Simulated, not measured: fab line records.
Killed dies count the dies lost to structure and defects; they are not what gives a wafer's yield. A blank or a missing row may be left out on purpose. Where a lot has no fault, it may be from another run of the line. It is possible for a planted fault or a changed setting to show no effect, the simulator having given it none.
The tool behind it: which one? / flow n5-finfet / 9 lots with 27 wafers sampled at 4 steps, on a route of 1938 steps

== WHAT EACH GAUGE READ, for each wafer ==
N5_MOL_CONTACT_COAG_CD_MEAS_137 targets a cd of 16 nm.
lot=L616; measured=day 5 04:27; on=cd-sem-03; cd-nm (nm)=16.1 16.0 16.1
lot=L618; measured=day 5 18:58; on=cd-sem-02; cd-nm (nm)=15.8 16.1 16.2
lot=L628; measured=day 8 02:39; on=cd-sem-02; cd-nm (nm)=- - -
lot=L629; measured=day 8 11:18; on=cd-sem-02; cd-nm (nm)=- - -
lot=L630; measured=day 8 16:16; on=cd-sem-01; cd-nm (nm)=- - -
lot=L632; measured=day 9 14:40; on=cd-sem-02; cd-nm (nm)=16.2 16.2 16.0
lot=L633; measured=day 9 16:52; on=cd-sem-03; cd-nm (nm)=16.3 16.0 15.8
lot=L638; measured=day 10 18:58; on=cd-sem-02; cd-nm (nm)=15.9 15.5 16.1
lot=L639; measured=day 10 20:44; on=cd-sem-02; cd-nm (nm)=16.0 16.4 15.5

== WHICH TOOL RAN EACH LOT (tool, then ch and the chambers of the sampled wafers, then the start) ==
lot=L616; N5_MOL_CONTACT_COAG_PRE_CLEAN_142=pvd-sputter-01, day 4 22:04; N5_MOL_CONTACT_COAG_ALD_131=ald-sin-04 ch 0,2,3, day 5 03:47; N5_MOL_CONTACT_COAG_ETCHBACK_132=rie-diel-01 ch 1,3, day 5 03:58
lot=L618; N5_MOL_CONTACT_COAG_PRE_CLEAN_142=pvd-sputter-03, day 5 13:26; N5_MOL_CONTACT_COAG_ALD_131=ald-sin-03 ch 1,2,3, day 5 18:17; N5_MOL_CONTACT_COAG_ETCHBACK_132=rie-diel-02 ch 1,2, day 5 18:28
lot=L628; N5_MOL_CONTACT_COAG_PRE_CLEAN_142=pvd-sputter-01, day 7 21:15; N5_MOL_CONTACT_COAG_ALD_131=ald-sin-01 ch 0,1,2, day 8 01:59; N5_MOL_CONTACT_COAG_ETCHBACK_132=rie-diel-04 ch 1,2,3, day 8 02:10
lot=L629; N5_MOL_CONTACT_COAG_PRE_CLEAN_142=pvd-sputter-03, day 8 06:08; N5_MOL_CONTACT_COAG_ALD_131=ald-sin-01 ch 0,3, day 8 10:37; N5_MOL_CONTACT_COAG_ETCHBACK_132=rie-diel-02 ch 1,2, day 8 10:48
lot=L630; N5_MOL_CONTACT_COAG_PRE_CLEAN_142=pvd-sputter-02, day 8 10:38; N5_MOL_CONTACT_COAG_ALD_131=ald-sin-01 ch 0,1,2, day 8 15:36; N5_MOL_CONTACT_COAG_ETCHBACK_132=rie-diel-04 ch 0,1,2, day 8 15:47
lot=L632; N5_MOL_CONTACT_COAG_PRE_CLEAN_142=pvd-sputter-02, day 9 08:52; N5_MOL_CONTACT_COAG_ALD_131=ald-sin-04 ch 1,3, day 9 13:53; N5_MOL_CONTACT_COAG_ETCHBACK_132=rie-diel-04 ch 2,3, day 9 14:10
lot=L633; N5_MOL_CONTACT_COAG_PRE_CLEAN_142=pvd-sputter-01, day 9 12:01; N5_MOL_CONTACT_COAG_ALD_131=ald-sin-04 ch 0,2,3, day 9 16:05; N5_MOL_CONTACT_COAG_ETCHBACK_132=rie-diel-04 ch 0,1, day 9 16:22
lot=L638; N5_MOL_CONTACT_COAG_PRE_CLEAN_142=pvd-sputter-01, day 10 13:10; N5_MOL_CONTACT_COAG_ALD_131=ald-sin-01 ch 0,2, day 10 18:00; N5_MOL_CONTACT_COAG_ETCHBACK_132=rie-diel-01 ch 0,1,2, day 10 18:28
lot=L639; N5_MOL_CONTACT_COAG_PRE_CLEAN_142=pvd-sputter-03, day 10 15:43; N5_MOL_CONTACT_COAG_ALD_131=ald-sin-04 ch 0,2, day 10 20:04; N5_MOL_CONTACT_COAG_ETCHBACK_132=rie-diel-02 ch 2,3, day 10 20:14
- N5_MOL_CONTACT_COAG_PRE_CLEAN_142: time 60 s.
- N5_MOL_CONTACT_COAG_ALD_131: deposits SiO2, target thk 5 nm, pulse time 1 s, co reactant pulse time 1 s.
- N5_MOL_CONTACT_COAG_ETCHBACK_132: etches SiO2 in CHF3, target depth 10 nm, time 6.7 s.

== THE ANSWER, worked out from the rows above alone ==
Rule: the lots themselves supply what counts as usual. The widest of any qualifying gaps counts: lots, ordered by their means at a reading, are off when they make up no more than a third of the lots, leave a main group of 4 or more, and stand apart from it by 3 or more times the standard deviation of that group's means. If all means in a main group match to the digits the tables above print for the reading, that group is not used. Also off: a lot with no number at a reading for which 4 or more lots have one. All remaining lots with rows at the step are treated as sound.
Off at N5_MOL_CONTACT_COAG_CD_MEAS_137 (cd-nm): L628, L629, L630. Without a number there: L628, L629, L630. For the main group the mean is 16.0 nm and the standard deviation 0.094.
A tool fits if, at a process step before that reading, it ran every lot that is off, and no sound lot after the first of them. Those tools and the gauges at N5_MOL_CONTACT_COAG_CD_MEAS_137 are tried in the same way. No candidate that was tried fits.

== WHAT THE SIMULATOR HAD INSERTED ==
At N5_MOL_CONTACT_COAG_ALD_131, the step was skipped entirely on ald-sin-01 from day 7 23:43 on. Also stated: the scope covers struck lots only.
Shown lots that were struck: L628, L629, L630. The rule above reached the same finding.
